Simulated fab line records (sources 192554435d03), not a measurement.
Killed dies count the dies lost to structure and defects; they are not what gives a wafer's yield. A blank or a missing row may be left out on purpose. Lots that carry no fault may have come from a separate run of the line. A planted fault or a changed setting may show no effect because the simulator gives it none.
Which tool was responsible? | flow n5 finfet | 7 lots, 21 wafers sampled, at 1 step of a route of 1938

## WHAT THE GAUGES SHOWED, per wafer
N5_BEOL_M0_RS_MEAS_126: uses a four-point probe to measure.
lot  | measured     | on            | M0_RS (ohm/sq)
L738 | day 6 16:03  | film metro-02 | 0.512 0.518 0.517
L741 | day 7 04:23  | film metro-01 | 0.547 0.543 0.524
L751 | day 9 17:53  | film metro-02 | 0.563 0.557 0.549
L754 | day 10 06:32 | film metro-01 | 0.513 0.554 0.536
L757 | day 11 18:29 | film metro-01 | 0.519 0.518 0.534
L759 | day 11 21:04 | film metro-02 | 0.546 0.555 0.533
L761 | day 12 01:11 | film metro-01 | 0.546 0.551 0.521

## WHICH TOOL RAN EACH LOT (tool, then ch and the chambers of the sampled wafers, then the start)
There is no process step in the record ahead of these readings.

## THE ANSWER, worked out from the rows above alone
Rule: what is usual is taken from the lots themselves. The widest of any qualifying gaps counts: lots, ordered by their means at a reading, are off when they make up no more than a third of the lots, leave a main group of 4 or more, and stand apart from it by 3 or more times the standard deviation of that group's means. Not used: any main group whose means are identical at the precision the tables above print for the reading. Also off: a lot with no number at a reading for which 4 or more lots have one. Where the step has rows for the other lots, those lots are counted as sound.
No lot is off at any reading shown: from this, nothing can be told.

## WHAT HAD BEEN PUT IN BY THE SIMULATOR
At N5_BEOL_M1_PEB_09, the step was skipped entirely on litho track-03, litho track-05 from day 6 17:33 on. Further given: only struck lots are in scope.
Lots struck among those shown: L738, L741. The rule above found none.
